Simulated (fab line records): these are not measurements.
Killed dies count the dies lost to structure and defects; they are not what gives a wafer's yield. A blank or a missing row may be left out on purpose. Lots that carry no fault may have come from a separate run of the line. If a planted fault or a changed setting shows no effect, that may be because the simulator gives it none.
A struck lot beside a sound one | flow n5_finfet | 15 out of 1938 route steps
Sound: these wafers, L771.1, L771.3, L771.4. Struck: wafer L783.1. (L783.3, L783.6 of the same lot were not struck and are left out.) The cause comes at the end.
At each step with rows: each side's tool, then ch and its chambers, then its first start. Under that, the readings that differ: sound wafers | struck wafers | difference of the means | sigmas: that difference in standard deviations of wafers without a fault.
alike: same words and numbers on both sides, and readings whose means sit less than 2 such deviations apart. not compared: any withheld reading, any reading some wafer has no value for, any bound like >300 that may hide the same value, and any number with overlapping values for which the record gives no deviation.
Wherever a step has rows on one side only, a row that says differs or no value, or a row with sigmas, the two part there. Non-overlapping numbers with no deviation appear without sigmas and do not part them. Lack of a reading on every wafer of one side parts them only where that side has two or more wafers.

first, 1 step without rows for these wafers: N5_BEOL_M10_DEVELOP_27 (develop time 30 s).
N5_BEOL_M10_CD_MEAS_28 targets a cd of 70 nm.
  sound on cd_sem-02 ch 0, day 10 11:41; struck on cd_sem-02 ch 0, day 13 02:20
  reading    | sound          | struck | difference | sigmas
  cd_nm (nm) | 71.5 70.6 71.6 | 67.7   | -3.5       | -3
N5_BEOL_M10_OVL_MEAS_29:
  sound on overlay-02 ch 0, day 10 11:43; struck on overlay-02 ch 0, day 13 02:22
  alike: V9_OVL
N5_BEOL_M10_INSPECT_30: inspects for defects (brightfield).
  struck on defect_inspect-01, day 13 02:23; sound on defect_inspect-01, day 10 11:45
  alike: raw_defect_count
then, 2 steps without rows for these wafers: N5_BEOL_M10_DESCUM_33 (chemistry O2, time 7.9 s); N5_BEOL_M10_ETCH_65 (etches SiARC in CF4, target depth 39 nm, time 65 s).
N5_BEOL_M10_ETCH_66: etches SOC in N2/H2, target depth 120 nm, overetch 24 nm, time 180 s.
  sound on rie_diel-02 ch 0,1,2, day 10 12:02; struck on rie_diel-06 ch 0, day 13 02:31
  alike: bias_w, drypump_motor_current_A, h2_flow_sccm, oes_product_au, rf_fwd_power_W, rf_vpp_V, showerhead_plenum_p_Torr, throttle_valve_pct
  not compared: rf_hours_counter_h
then, 1 step without rows for these wafers: N5_BEOL_M10_STRIP_69 (strips in N2/H2).
N5_BEOL_M10_VIA_ETCH_34: etches SiCOH lowk in C4F6/O2, target depth 184.5 nm, time 69.2 s.
  sound on rie_diel-02 ch 0,1,2, day 10 12:09; struck on rie_diel-06 ch 0, day 13 02:38
  alike: bias_w, drypump_motor_current_A, oes_f_703_au, oes_product_au, rf_fwd_power_W, rf_vpp_V, showerhead_plenum_p_Torr, throttle_valve_pct
  not compared: rf_hours_counter_h
then, 1 step without rows for these wafers: N5_BEOL_M10_STRIP_73 (strips in C4F6/O2).
N5_BEOL_M10_STRIP_36: strips in N2/H2.
  sound on rie_diel-02 ch 0,1,2, day 10 12:13; struck on rie_diel-06 ch 0, day 13 02:41
  alike: drypump_motor_current_A, h2_flow_sccm, oes_product_au, rf_vpp_V, showerhead_plenum_p_Torr, throttle_valve_pct
  not compared: rf_hours_counter_h
N5_BEOL_M10_TRENCH_ETCH_37: etches SiCOH lowk in C4F6/O2, target depth 148.83 nm, time 48 s.
  sound on rie_diel-02 ch 0,1,2; struck on rie_diel-06 ch 0
  alike: bias_w, drypump_motor_current_A, oes_f_703_au, oes_product_au, rf_fwd_power_W, rf_vpp_V, showerhead_plenum_p_Torr, throttle_valve_pct
  not compared: rf_hours_counter_h
N5_BEOL_M10_ETCH_41: etches SiCN in CH3F/O2, target depth 42.6 nm, time 86 s.
  sound on rie_diel-02 ch 0,1,2, day 10 12:18; struck on rie_diel-06 ch 0, day 13 02:46
  reading                  | sound             | struck | difference | sigmas
  rf_fwd_power_W (W)       | 392.3 391.4 394.4 | 484.7  | +92.0      | +61
  rf_vpp_V (V)             | 298.0 295.2 298.3 | 277.4  | -19.8      | -12
  model.etch.depth_nm (nm) | 32.16 32.99 31.79 | 36.24  | +3.93      |
  alike: bias_w, drypump_motor_current_A, oes_product_au, showerhead_plenum_p_Torr, throttle_valve_pct
  not compared: rf_hours_counter_h
N5_BEOL_M10_STRIP_77: strips in N2/H2, time 10 s.
  sound on rie_diel-02 ch 0,1,2; struck on rie_diel-06 ch 0
  reading      | sound          | struck | difference | sigmas
  rf_vpp_V (V) | 56.9 58.0 58.5 | 60.5   | +2.7       | +3
  alike: drypump_motor_current_A, h2_flow_sccm, oes_product_au, showerhead_plenum_p_Torr, throttle_valve_pct
  not compared: rf_hours_counter_h
-- record jumps: 2 days separate the struck wafers' starts on either side; left off in module BEOL_M10, taken up again in module PASSIVATION, whose first shown step is the route's number 1936 --
N5_PASSIVATION_PROBE_49:
  only the struck wafers here have rows in the record (prober-02, day 15 07:49); the sound ones have none

## WHERE THEY PART
Earliest at N5_BEOL_M10_CD_MEAS_28; latest, in this record, at N5_PASSIVATION_PROBE_49.

WHY: what the simulator had put in
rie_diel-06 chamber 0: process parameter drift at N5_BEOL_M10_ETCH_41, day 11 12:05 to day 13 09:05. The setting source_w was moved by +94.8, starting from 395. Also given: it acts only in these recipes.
